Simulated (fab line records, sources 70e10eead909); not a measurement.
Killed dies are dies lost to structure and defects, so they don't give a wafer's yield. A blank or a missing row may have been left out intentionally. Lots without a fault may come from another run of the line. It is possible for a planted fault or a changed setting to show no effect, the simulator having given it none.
Struck lot and sound lot, side by side -- flow nand-harc -- 15 out of 1159 route steps
Sound: wafers L808.1, L808.4, L808.5. Wafers L806.3, L806.4, L806.6 were the ones struck. The cause comes at the end.
Each step with rows lists, per side, the tool, then ch with its chambers, then its first start. Under that, the readings that differ: sound wafers -- struck wafers -- difference of the means -- sigmas: that difference in standard deviations of wafers without a fault.
alike: a reading whose means differ by less than 2 such deviations, as well as words and numbers matching on both sides. not compared: withheld readings; readings where some wafer has no value; bounds like >300 that might hide an equal value; numbers whose values overlap and for which the record gives no deviation.
The two part at a step that has a row with sigmas, a row that says differs or no value, or rows on one side only. Numbers that don't overlap but have no deviation are shown without sigmas and don't part them. Lack of a reading on every wafer of one side parts them only where that side has two or more wafers.

NHARC_THIN_TSV_GRIND_00:
  sound on grinder-01 ch 0, day 23 06:21; struck on grinder-01 ch 0, day 23 05:34
  alike: head-pressure-psi, motor-current-A
NHARC_THIN_TSV_CMP_01: polishes.
  sound on cmp-03 ch 0,1,3, day 23 07:35; struck on cmp-01 ch 1,3, day 23 06:24
  alike: motor-current-A
NHARC_THIN_TSV_THK_MEAS_02: measures by ir.
  struck on film-metro-02, day 23 06:38; sound on film-metro-02, day 23 07:50
  alike: thk-nm
then, 3 steps without rows for these wafers: NHARC_THIN_TSV_SRD_03; NHARC_THIN_TSV_PRECLEAN_41 (cleans in SC1); NHARC_THIN_TSV_SRD_42.
NHARC_THIN_TSV_DEP_43: deposits SiO2, target thk 1328.5 nm.
  sound on pecvd-03 ch 0,1, day 23 08:04; struck on pecvd-03 ch 0,1, day 23 06:54
  alike: chamber-pressure-Torr, rf-fwd-power-W, showerhead-vpp-V, throttle-valve-pct
then, 5 steps without rows for these wafers: NHARC_THIN_TSV_DEHYDRATE_04 (time 120 s); NHARC_THIN_TSV_HMDS_05 (time 30 s); NHARC_THIN_TSV_COAT_06; NHARC_THIN_TSV_SOFTBAKE_07 (time 95 s); NHARC_THIN_TSV_EBR_08.
NHARC_THIN_TSV_EXPOSE_09: exposes mask TSV.
  sound on krf-scanner-04 ch 0, day 23 08:44; struck on krf-scanner-01 ch 0, day 23 07:25
reading,sound,struck,difference,sigmas
model.THIN_TSV.overlay-x-nm (nm),-8.65 -8.65 -8.65,65.48 65.48 65.48,+74.13,
  alike: mask, focus-offset-nm, stage-vel-mm-s
then, 1 step without rows for these wafers: NHARC_THIN_TSV_PEB_10 (peb time 85 s).
NHARC_END_SORT_01:
  sound on prober-02 ch 0, day 24 06:31; struck on prober-01 ch 0, day 24 05:51
reading,sound,struck,difference,sigmas
sort_bin_2_pct (%),2.4,0.4 0.4 1.5,-1.6,-2
  alike: defect-limited-yield, killed-at-array, killed-at-other, killed-at-periphery, killed-dies, killed-open, killed-short, sort_bin_3_pct, sort_bin_4_pct, sort-n-pass, sort-rim-yield-pct, sort-yield-pct

== WHERE THEY PART ==
Only at NHARC_END_SORT_01, as far as this record shows.

WHY: what the simulator had put in
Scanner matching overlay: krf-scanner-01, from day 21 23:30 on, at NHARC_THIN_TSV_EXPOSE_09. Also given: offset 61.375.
